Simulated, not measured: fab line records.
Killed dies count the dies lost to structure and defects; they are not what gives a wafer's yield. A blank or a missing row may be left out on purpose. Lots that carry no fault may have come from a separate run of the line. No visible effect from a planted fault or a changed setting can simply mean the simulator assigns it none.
Chamber matching || flow n5_finfet || N5_BEOL_M9_STRIP_19 on rie_diel-05 has 4 sister chambers
The step strips in O2. 4 wafers are shown with their chamber, then 8 later ones without.

## EACH WAFER AND ITS CHAMBER
{"wafer": "L086.6", "chamber": 0, "drypump_motor_current_A (A)": 5.7}
{"wafer": "L089.4", "chamber": 2, "drypump_motor_current_A (A)": 5.2}
{"wafer": "L089.5", "chamber": 3, "drypump_motor_current_A (A)": 6.2}
{"wafer": "L093.1", "chamber": 1, "drypump_motor_current_A (A)": 5.8}

## WAFERS WITH NO CHAMBER GIVEN
{"wafer": "L093.2", "drypump_motor_current_A (A)": 6.3}
{"wafer": "L093.3", "drypump_motor_current_A (A)": 5.7}
{"wafer": "L093.4", "drypump_motor_current_A (A)": 5.2}
{"wafer": "L093.5", "drypump_motor_current_A (A)": 5.7}
{"wafer": "L093.6", "drypump_motor_current_A (A)": 5.8}
{"wafer": "L095.4", "drypump_motor_current_A (A)": 6.3}
{"wafer": "L095.5", "drypump_motor_current_A (A)": 5.8}
{"wafer": "L095.6", "drypump_motor_current_A (A)": 5.2}

## THE CHAMBER EACH PASSED THROUGH
{"wafer": "L093.2", "from the rows above": 3, "in truth": 3}
{"wafer": "L093.3", "from the rows above": 0, "in truth": 0}
{"wafer": "L093.4", "from the rows above": 2, "in truth": 2}
{"wafer": "L093.5", "from the rows above": 0, "in truth": 0}
{"wafer": "L093.6", "from the rows above": 1, "in truth": 1}
{"wafer": "L095.4", "from the rows above": 3, "in truth": 3}
{"wafer": "L095.5", "from the rows above": 1, "in truth": 1}
{"wafer": "L095.6", "from the rows above": 2, "in truth": 2}
Correct placement for 8 of the 8. Number that these rows cannot place: 0. Number placed wrongly: 0.
How it was worked out, from the rows above alone: a wafer's distance from a chamber is the root of the sum, over the readings, of the square of ((its reading less the chamber's mean) divided by the reading's scatter). If the next closest chamber is less than 2 further off than the closest, the wafer can't be placed; otherwise it belongs to the closest. For every chamber, the mean is computed from those of its wafers that are shown. The scatter: with one shown wafer a chamber, the root of the mean of the squares of how far each hidden wafer lies from its nearest shown one.
